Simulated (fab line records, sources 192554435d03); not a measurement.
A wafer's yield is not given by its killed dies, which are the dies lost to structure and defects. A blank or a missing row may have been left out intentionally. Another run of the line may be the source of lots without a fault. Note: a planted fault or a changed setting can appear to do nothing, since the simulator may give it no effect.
fab line records / flow n5Finfet / part 2 of 2: steps 19 to 30 of 30
[record] lots = 5 wafers = 15 lastDay = 17
route steps=1938 shown GATE_CUT@498 MOL_CONTACT_COAG@517
lots that met no fault: taken from a fault-free run of the same line
startH: the number of hours between the record's first day and the start of the first shown wafer of the lot / waitH: time in hours since the lot's previous step / " repeats the value in the row above / L1.1+2: one row covering several wafers at once / - either no value or no given start / * or withheld: withheld / < > ~ a bound
route shown NAME@n: names a module that has steps shown in the file, with the first one's number in the route / usual: mean/standard deviation taken from wafers without a fault / same: alike in all rows / chamber/n: place in a boat / sites: readings site by site / _std_site: their standard deviation / _edge_site: mean of outer sites minus mean of inner sites / radiusMm: how far each site lies from the wafer's centre / mask NAME#n: copy n / behind: tool/chamber where the wafer was last shaped / hold: the reason the lot was held/the length of the hold in hours/how it ended / device: whichever transistor did not switch (one of n, p or np) / end of line: at the end of the route, the tests of the same wafers / step lacking rows: just its recipe / killed: at the first sort, the dies lost to defects and structure; wafer yield is something else / map: shows each die of a wafer: x if killed, . if not, _ if none is there
set.NAME: the setting the step ran with; set.NAME@STEP: the setting that earlier step ran with / model.NAME: the simulator's own value behind a step, which no gauge read
a table for each step, a row for each wafer; lots at some steps of the route
services: the hour from which a tool's chamber was out of use, counted from the record's first day as startH (under 0 if before that day), plus the number of hours and why
[[steps]]
[step N5_MOL_CONTACT_COAG_COAT_103]
[recipe] resist = SOC tempC = 250 timeS = 60 spinRpm = 1500 resistThkNm = 80
[usual] plateTempC = 250.03/0.16
lot.wafer=L079.2 tool=lithoTrack-04 chamber=0 startH=127.37 waitH=0.0 plateTempC=249.93
lot.wafer=L079.3 tool=lithoTrack-04 chamber=0 startH=127.37 waitH=0.0 plateTempC=250.07
lot.wafer=L079.5 tool=lithoTrack-04 chamber=0 startH=127.37 waitH=0.0 plateTempC=250.09
lot.wafer=L081.1 tool=lithoTrack-01 chamber=0 startH=151.23 waitH=0.0 plateTempC=250.21
lot.wafer=L081.3 tool=lithoTrack-01 chamber=0 startH=151.23 waitH=0.0 plateTempC=250.12
lot.wafer=L081.5 tool=lithoTrack-01 chamber=0 startH=151.23 waitH=0.0 plateTempC=249.87
lot.wafer=L086.1 tool=lithoTrack-04 chamber=0 startH=161.25 waitH=0.0 plateTempC=249.94
lot.wafer=L086.2 tool=lithoTrack-04 chamber=0 startH=161.25 waitH=0.0 plateTempC=249.90
lot.wafer=L086.3 tool=lithoTrack-04 chamber=0 startH=161.25 waitH=0.0 plateTempC=250.00
lot.wafer=L093.2 tool=lithoTrack-01 chamber=0 startH=208.82 waitH=0.0 plateTempC=250.03
lot.wafer=L093.4 tool=lithoTrack-01 chamber=0 startH=208.82 waitH=0.0 plateTempC=250.02
lot.wafer=L093.6 tool=lithoTrack-01 chamber=0 startH=208.82 waitH=0.0 plateTempC=249.84
lot.wafer=L095.1 tool=lithoTrack-04 chamber=0 startH=215.86 waitH=0.0 plateTempC=250.05
lot.wafer=L095.2 tool=lithoTrack-04 chamber=0 startH=215.86 waitH=0.0 plateTempC=249.91
lot.wafer=L095.4 tool=lithoTrack-04 chamber=0 startH=215.86 waitH=0.0 plateTempC=249.93
[step N5_MOL_CONTACT_COAG_COAT_104]
[recipe] resist = SiARC tempC = 220 timeS = 60 spinRpm = 1500 resistThkNm = 12
[usual] plateTempC = 219.97/0.18
lot.wafer=L079.2 tool=lithoTrack-04 chamber=0 startH=- waitH=- plateTempC=219.83
lot.wafer=L079.3 tool=lithoTrack-04 chamber=0 startH=- waitH=- plateTempC=219.87
lot.wafer=L079.5 tool=lithoTrack-04 chamber=0 startH=- waitH=- plateTempC=219.86
lot.wafer=L081.1 tool=lithoTrack-01 chamber=0 startH=- waitH=- plateTempC=220.32
lot.wafer=L081.3 tool=lithoTrack-01 chamber=0 startH=- waitH=- plateTempC=220.30
lot.wafer=L081.5 tool=lithoTrack-01 chamber=0 startH=- waitH=- plateTempC=220.11
lot.wafer=L086.1 tool=lithoTrack-04 chamber=0 startH=- waitH=- plateTempC=219.92
lot.wafer=L086.2 tool=lithoTrack-04 chamber=0 startH=- waitH=- plateTempC=219.92
lot.wafer=L086.3 tool=lithoTrack-04 chamber=0 startH=- waitH=- plateTempC=220.02
lot.wafer=L093.2 tool=lithoTrack-01 chamber=0 startH=- waitH=- plateTempC=220.11
lot.wafer=L093.4 tool=lithoTrack-01 chamber=0 startH=- waitH=- plateTempC=219.76
lot.wafer=L093.6 tool=lithoTrack-01 chamber=0 startH=- waitH=- plateTempC=219.70
lot.wafer=L095.1 tool=lithoTrack-04 chamber=0 startH=- waitH=- plateTempC=220.02
lot.wafer=L095.2 tool=lithoTrack-04 chamber=0 startH=- waitH=- plateTempC=220.07
lot.wafer=L095.4 tool=lithoTrack-04 chamber=0 startH=- waitH=- plateTempC=220.16
[step N5_MOL_CONTACT_COAG_COAT_58]
[recipe] resist = underlayer tempC = 205 timeS = 60 spinRpm = 1500 resistThkNm = 10
[usual] plateTempC = 204.99/0.13
lot.wafer=L079.2 tool=lithoTrack-04 chamber=0 startH=- waitH=- plateTempC=205.11
lot.wafer=L079.3 tool=lithoTrack-04 chamber=0 startH=- waitH=- plateTempC=204.99
lot.wafer=L079.5 tool=lithoTrack-04 chamber=0 startH=- waitH=- plateTempC=204.80
lot.wafer=L081.1 tool=lithoTrack-01 chamber=0 startH=- waitH=- plateTempC=205.40
lot.wafer=L081.3 tool=lithoTrack-01 chamber=0 startH=- waitH=- plateTempC=205.18
lot.wafer=L081.5 tool=lithoTrack-01 chamber=0 startH=- waitH=- plateTempC=205.07
lot.wafer=L086.1 tool=lithoTrack-04 chamber=0 startH=- waitH=- plateTempC=204.96
lot.wafer=L086.2 tool=lithoTrack-04 chamber=0 startH=- waitH=- plateTempC=204.81
lot.wafer=L086.3 tool=lithoTrack-04 chamber=0 startH=- waitH=- plateTempC=204.79
lot.wafer=L093.2 tool=lithoTrack-01 chamber=0 startH=- waitH=- plateTempC=205.01
lot.wafer=L093.4 tool=lithoTrack-01 chamber=0 startH=- waitH=- plateTempC=205.00
lot.wafer=L093.6 tool=lithoTrack-01 chamber=0 startH=- waitH=- plateTempC=204.67
lot.wafer=L095.1 tool=lithoTrack-04 chamber=0 startH=- waitH=- plateTempC=205.06
lot.wafer=L095.2 tool=lithoTrack-04 chamber=0 startH=- waitH=- plateTempC=205.03
lot.wafer=L095.4 tool=lithoTrack-04 chamber=0 startH=- waitH=- plateTempC=205.33
[step N5_MOL_CONTACT_COAG_COAT_02]
[recipe] resist = CAR-EUV spinRpm = 1500 resistThkNm = 30
lot.wafer=L079.2+3+5 tool=lithoTrack-04 chamber=0 startH=- waitH=-
lot.wafer=L081.1+3+5 tool=lithoTrack-01 chamber=0 startH=- waitH=-
lot.wafer=L086.1+2+3 tool=lithoTrack-04 chamber=0 startH=- waitH=-
lot.wafer=L093.2+4+6 tool=lithoTrack-01 chamber=0 startH=- waitH=-
lot.wafer=L095.1+2+4 tool=lithoTrack-04 chamber=0 startH=- waitH=-
[step N5_MOL_CONTACT_COAG_EBR_04]
[recipe] solvent = PGMEA ebrWidthMm = 1.5
lot.wafer=L079.2+3+5 tool=lithoTrack-04 chamber=0 startH=- waitH=-
lot.wafer=L081.1+3+5 tool=lithoTrack-01 chamber=0 startH=- waitH=-
lot.wafer=L086.1+2+3 tool=lithoTrack-04 chamber=0 startH=- waitH=-
lot.wafer=L093.2+4+6 tool=lithoTrack-01 chamber=0 startH=- waitH=-
lot.wafer=L095.1+2+4 tool=lithoTrack-04 chamber=0 startH=- waitH=-
[step N5_MOL_CONTACT_COAG_SOFTBAKE_03]
[recipe] tempC = 110 timeS = 60 resist = CAR-EUV
[usual] plateTempC = 110.03/0.14
lot.wafer=L079.2 tool=lithoTrack-04 chamber=0 startH=- waitH=- plateTempC=109.97
lot.wafer=L079.3 tool=lithoTrack-04 chamber=0 startH=- waitH=- plateTempC=110.01
lot.wafer=L079.5 tool=lithoTrack-04 chamber=0 startH=- waitH=- plateTempC=110.05
lot.wafer=L081.1 tool=lithoTrack-01 chamber=0 startH=- waitH=- plateTempC=109.89
lot.wafer=L081.3 tool=lithoTrack-01 chamber=0 startH=- waitH=- plateTempC=110.05
lot.wafer=L081.5 tool=lithoTrack-01 chamber=0 startH=- waitH=- plateTempC=109.93
lot.wafer=L086.1 tool=lithoTrack-04 chamber=0 startH=- waitH=- plateTempC=110.08
lot.wafer=L086.2 tool=lithoTrack-04 chamber=0 startH=- waitH=- plateTempC=110.10
lot.wafer=L086.3 tool=lithoTrack-04 chamber=0 startH=- waitH=- plateTempC=110.18
lot.wafer=L093.2 tool=lithoTrack-01 chamber=0 startH=- waitH=- plateTempC=110.01
lot.wafer=L093.4 tool=lithoTrack-01 chamber=0 startH=- waitH=- plateTempC=110.17
lot.wafer=L093.6 tool=lithoTrack-01 chamber=0 startH=- waitH=- plateTempC=110.27
lot.wafer=L095.1 tool=lithoTrack-04 chamber=0 startH=- waitH=- plateTempC=110.10
lot.wafer=L095.2 tool=lithoTrack-04 chamber=0 startH=- waitH=- plateTempC=109.87
lot.wafer=L095.4 tool=lithoTrack-04 chamber=0 startH=- waitH=- plateTempC=110.16
[step N5_MOL_CONTACT_COAG_EXPOSE_05]
[recipe] maskId = CA na = 0.33 sourceShape = annular sigmaInner = 0.4 sigmaOuter = 0.8 polarization = unpolarized defocusNm = 0 doseMj = 38.25
[usual] exposureDoseMJCm2 = 38.28/0.04
[same] na = 0.33
lot.wafer=L079.2 tool=euvScanner-02 chamber=0 startH=127.51 waitH=- mask=CA#0 exposureDoseMJCm2=38.27
lot.wafer=L079.3 tool=euvScanner-02 chamber=0 startH=127.51 waitH=- mask=CA#0 exposureDoseMJCm2=38.27
lot.wafer=L079.5 tool=euvScanner-02 chamber=0 startH=127.51 waitH=- mask=CA#0 exposureDoseMJCm2=38.29
lot.wafer=L081.1 tool=euvScanner-02 chamber=0 startH=151.37 waitH=- mask=CA#0 exposureDoseMJCm2=38.30
lot.wafer=L081.3 tool=euvScanner-02 chamber=0 startH=151.37 waitH=- mask=CA#0 exposureDoseMJCm2=38.22
lot.wafer=L081.5 tool=euvScanner-02 chamber=0 startH=151.37 waitH=- mask=CA#0 exposureDoseMJCm2=38.30
lot.wafer=L086.1 tool=euvScanner-02 chamber=0 startH=161.51 waitH=- mask=CA#0 exposureDoseMJCm2=38.33
lot.wafer=L086.2 tool=euvScanner-02 chamber=0 startH=161.51 waitH=- mask=CA#0 exposureDoseMJCm2=38.27
lot.wafer=L086.3 tool=euvScanner-02 chamber=0 startH=161.51 waitH=- mask=CA#0 exposureDoseMJCm2=38.29
lot.wafer=L093.2 tool=euvScanner-01 chamber=0 startH=208.96 waitH=- mask=CA#0 exposureDoseMJCm2=38.20
lot.wafer=L093.4 tool=euvScanner-01 chamber=0 startH=208.96 waitH=- mask=CA#0 exposureDoseMJCm2=38.25
lot.wafer=L093.6 tool=euvScanner-01 chamber=0 startH=208.96 waitH=- mask=CA#0 exposureDoseMJCm2=38.16
lot.wafer=L095.1 tool=euvScanner-01 chamber=0 startH=216.00 waitH=- mask=CA#0 exposureDoseMJCm2=38.23
lot.wafer=L095.2 tool=euvScanner-01 chamber=0 startH=216.00 waitH=- mask=CA#0 exposureDoseMJCm2=38.22
lot.wafer=L095.4 tool=euvScanner-01 chamber=0 startH=216.00 waitH=- mask=CA#0 exposureDoseMJCm2=38.30
[step N5_MOL_CONTACT_COAG_PEB_06]
[recipe] pebTempC = 100 pebTimeS = 60 resist = CAR-EUV
[usual] plateTempC = 100.03/0.12
lot.wafer=L079.2 tool=lithoTrack-01 chamber=0 startH=127.57 waitH=0.0 plateTempC=100.07
lot.wafer=L079.3 tool=lithoTrack-01 chamber=0 startH=127.57 waitH=0.0 plateTempC=99.95
lot.wafer=L079.5 tool=lithoTrack-01 chamber=0 startH=127.57 waitH=0.0 plateTempC=100.22
lot.wafer=L081.1 tool=lithoTrack-03 chamber=0 startH=151.43 waitH=0.1 plateTempC=99.71
lot.wafer=L081.3 tool=lithoTrack-03 chamber=0 startH=151.43 waitH=0.1 plateTempC=99.92
lot.wafer=L081.5 tool=lithoTrack-03 chamber=0 startH=151.43 waitH=0.1 plateTempC=99.98
lot.wafer=L086.1 tool=lithoTrack-04 chamber=0 startH=161.57 waitH=0.1 plateTempC=99.81
lot.wafer=L086.2 tool=lithoTrack-04 chamber=0 startH=161.57 waitH=0.1 plateTempC=99.81
lot.wafer=L086.3 tool=lithoTrack-04 chamber=0 startH=161.57 waitH=0.1 plateTempC=100.11
lot.wafer=L093.2 tool=lithoTrack-01 chamber=0 startH=209.02 waitH=0.0 plateTempC=100.04
lot.wafer=L093.4 tool=lithoTrack-01 chamber=0 startH=209.02 waitH=0.0 plateTempC=99.91
lot.wafer=L093.6 tool=lithoTrack-01 chamber=0 startH=209.02 waitH=0.0 plateTempC=100.02
lot.wafer=L095.1 tool=lithoTrack-04 chamber=0 startH=216.06 waitH=0.1 plateTempC=99.96
lot.wafer=L095.2 tool=lithoTrack-04 chamber=0 startH=216.06 waitH=0.1 plateTempC=100.14
lot.wafer=L095.4 tool=lithoTrack-04 chamber=0 startH=216.06 waitH=0.1 plateTempC=100.29
[step N5_MOL_CONTACT_COAG_DEVELOP_07]
[recipe] developTimeS = 30 developer = TMAH resist = CAR-EUV rinseLiquid = surfactantRinse dry = airSpin devTempC = 23
lot.wafer=L079.2+3+5 tool=lithoTrack-01 chamber=0 startH=- waitH=-
lot.wafer=L081.1+3+5 tool=lithoTrack-03 chamber=0 startH=- waitH=-
lot.wafer=L086.1+2+3 tool=lithoTrack-04 chamber=0 startH=- waitH=-
lot.wafer=L093.2+4+6 tool=lithoTrack-01 chamber=0 startH=- waitH=-
lot.wafer=L095.1+2+4 tool=lithoTrack-04 chamber=0 startH=- waitH=-
[step N5_MOL_CONTACT_COAG_CD_MEAS_08]
[recipe] targetCdNm = 28 landingEnergyEv = 500 detector = seInlens polarity = opening
[usual] cdNm = 28.00/0.24
lot.wafer=L079.2 tool=cdSem-03 chamber=0 startH=127.64 waitH=- cdNm=27.95
lot.wafer=L079.3 tool=cdSem-03 chamber=0 startH=127.64 waitH=- cdNm=27.80
lot.wafer=L079.5 tool=cdSem-03 chamber=0 startH=127.64 waitH=- cdNm=28.04
lot.wafer=L081.1 tool=cdSem-01 chamber=0 startH=151.50 waitH=- cdNm=28.29
lot.wafer=L081.3 tool=cdSem-01 chamber=0 startH=151.50 waitH=- cdNm=27.99
lot.wafer=L081.5 tool=cdSem-01 chamber=0 startH=151.50 waitH=- cdNm=27.96
lot.wafer=L086.1 tool=cdSem-02 chamber=0 startH=161.64 waitH=- cdNm=27.67
lot.wafer=L086.2 tool=cdSem-02 chamber=0 startH=161.64 waitH=- cdNm=28.06
lot.wafer=L086.3 tool=cdSem-02 chamber=0 startH=161.64 waitH=- cdNm=27.75
lot.wafer=L093.2 tool=cdSem-01 chamber=0 startH=209.09 waitH=- cdNm=28.05
lot.wafer=L093.4 tool=cdSem-01 chamber=0 startH=209.09 waitH=- cdNm=28.11
lot.wafer=L093.6 tool=cdSem-01 chamber=0 startH=209.09 waitH=- cdNm=27.84
lot.wafer=L095.1 tool=cdSem-03 chamber=0 startH=216.13 waitH=- cdNm=27.99
lot.wafer=L095.2 tool=cdSem-03 chamber=0 startH=216.13 waitH=- cdNm=27.91
lot.wafer=L095.4 tool=cdSem-03 chamber=0 startH=216.13 waitH=- cdNm=27.97
[step N5_MOL_CONTACT_COAG_OVL_MEAS_09]
[recipe] pointsPerWafer = 522
[usual] CA_OVL = -0.3/0.64
lot.wafer=L079.2 tool=overlay-01 chamber=0 startH=127.67 waitH=0.0 CA_OVL[nm]=0.6
lot.wafer=L079.3 tool=overlay-01 chamber=0 startH=127.67 waitH=0.0 CA_OVL[nm]=-0.5
lot.wafer=L079.5 tool=overlay-01 chamber=0 startH=127.67 waitH=0.0 CA_OVL[nm]=0.2
lot.wafer=L081.1 tool=overlay-01 chamber=0 startH=151.53 waitH=0.0 CA_OVL[nm]=-0.1
lot.wafer=L081.3 tool=overlay-01 chamber=0 startH=151.53 waitH=0.0 CA_OVL[nm]=-0.8
lot.wafer=L081.5 tool=overlay-01 chamber=0 startH=151.53 waitH=0.0 CA_OVL[nm]=-0.1
lot.wafer=L086.1 tool=overlay-02 chamber=0 startH=161.67 waitH=0.0 CA_OVL[nm]=0.2
lot.wafer=L086.2 tool=overlay-02 chamber=0 startH=161.67 waitH=0.0 CA_OVL[nm]=-0.7
lot.wafer=L086.3 tool=overlay-02 chamber=0 startH=161.67 waitH=0.0 CA_OVL[nm]=-0.1
lot.wafer=L093.2 tool=overlay-02 chamber=0 startH=209.12 waitH=0.0 CA_OVL[nm]=1.4
lot.wafer=L093.4 tool=overlay-02 chamber=0 startH=209.12 waitH=0.0 CA_OVL[nm]=1.4
lot.wafer=L093.6 tool=overlay-02 chamber=0 startH=209.12 waitH=0.0 CA_OVL[nm]=0.7
lot.wafer=L095.1 tool=overlay-02 chamber=0 startH=216.16 waitH=0.0 CA_OVL[nm]=-1.5
lot.wafer=L095.2 tool=overlay-02 chamber=0 startH=216.16 waitH=0.0 CA_OVL[nm]=-0.3
lot.wafer=L095.4 tool=overlay-02 chamber=0 startH=216.16 waitH=0.0 CA_OVL[nm]=-0.8
[step N5_MOL_CONTACT_COAG_INSPECT_10]
[recipe] mode = adi inspectInstrument = brightfield
[usual] rawDefectCount = 68/27
lot.wafer=L079.2 tool=defectInspect-01 chamber=- startH=127.73 waitH=0.1 rawDefectCount=44
lot.wafer=L079.3 tool=defectInspect-01 chamber=- startH=127.73 waitH=0.1 rawDefectCount=66
lot.wafer=L079.5 tool=defectInspect-01 chamber=- startH=127.73 waitH=0.1 rawDefectCount=78
lot.wafer=L081.1 tool=defectInspect-01 chamber=- startH=151.58 waitH=0.1 rawDefectCount=33
lot.wafer=L081.3 tool=defectInspect-01 chamber=- startH=151.58 waitH=0.1 rawDefectCount=79
lot.wafer=L081.5 tool=defectInspect-01 chamber=- startH=151.58 waitH=0.1 rawDefectCount=95
lot.wafer=L086.1 tool=defectInspect-02 chamber=- startH=161.73 waitH=0.1 rawDefectCount=52
lot.wafer=L086.2 tool=defectInspect-02 chamber=- startH=161.73 waitH=0.1 rawDefectCount=31
lot.wafer=L086.3 tool=defectInspect-02 chamber=- startH=161.73 waitH=0.1 rawDefectCount=46
lot.wafer=L093.2 tool=defectInspect-02 chamber=- startH=209.18 waitH=0.0 rawDefectCount=61
lot.wafer=L093.4 tool=defectInspect-02 chamber=- startH=209.18 waitH=0.0 rawDefectCount=73
lot.wafer=L093.6 tool=defectInspect-02 chamber=- startH=209.18 waitH=0.0 rawDefectCount=70
lot.wafer=L095.1 tool=defectInspect-01 chamber=- startH=216.22 waitH=0.1 rawDefectCount=71
lot.wafer=L095.2 tool=defectInspect-01 chamber=- startH=216.22 waitH=0.1 rawDefectCount=47
lot.wafer=L095.4 tool=defectInspect-01 chamber=- startH=216.22 waitH=0.1 rawDefectCount=54
[[services]]
tool=rieMetal-01 chamber=0 startH=102.22 hours=2.7 kind=repair
tool=cmp-02 chamber=- startH=102.81 hours=0.7 kind=repair
tool=euvScanner-02 chamber=- startH=108.02 hours=1.0 kind=pm
tool=rieMetal-02 chamber=- startH=108.78 hours=14.6 kind=pm
tool=cmp-03 chamber=- startH=123.44 hours=5.9 kind=pm
tool=rieDiel-03 chamber=1 startH=132.78 hours=6.3 kind=repair
tool=euvScanner-01 chamber=- startH=142.37 hours=1.0 kind=pm
tool=rieMetal-02 chamber=1 startH=149.50 hours=1.5 kind=repair
tool=rieMetal-01 chamber=1 startH=157.17 hours=2.3 kind=repair
tool=rieDiel-04 chamber=2 startH=157.27 hours=4.0 kind=repair
tool=euvScanner-01 chamber=- startH=159.79 hours=0.1 kind=repair
tool=rieDiel-03 chamber=- startH=163.67 hours=4.3 kind=pm
tool=euvScanner-02 chamber=- startH=164.19 hours=1.0 kind=pm
tool=plasmaAsher-01 chamber=- startH=171.85 hours=0.3 kind=repair
tool=aldSin-02 chamber=- startH=176.75 hours=14.0 kind=pm
tool=aldSin-04 chamber=2 startH=182.34 hours=1.5 kind=repair
tool=euvScanner-01 chamber=- startH=183.81 hours=12.0 kind=pm
tool=wetBench-04 chamber=- startH=186.98 hours=0.9 kind=repair
tool=rieDiel-04 chamber=3 startH=192.54 hours=5.8 kind=repair
tool=euvScanner-01 chamber=- startH=198.52 hours=1.0 kind=pm
tool=cmp-03 chamber=- startH=207.55 hours=0.8 kind=repair
tool=cmp-03 chamber=- startH=211.29 hours=4.0 kind=pm
tool=rieMetal-01 chamber=- startH=212.16 hours=2.8 kind=pm
tool=rieDiel-03 chamber=0 startH=213.96 hours=5.6 kind=repair
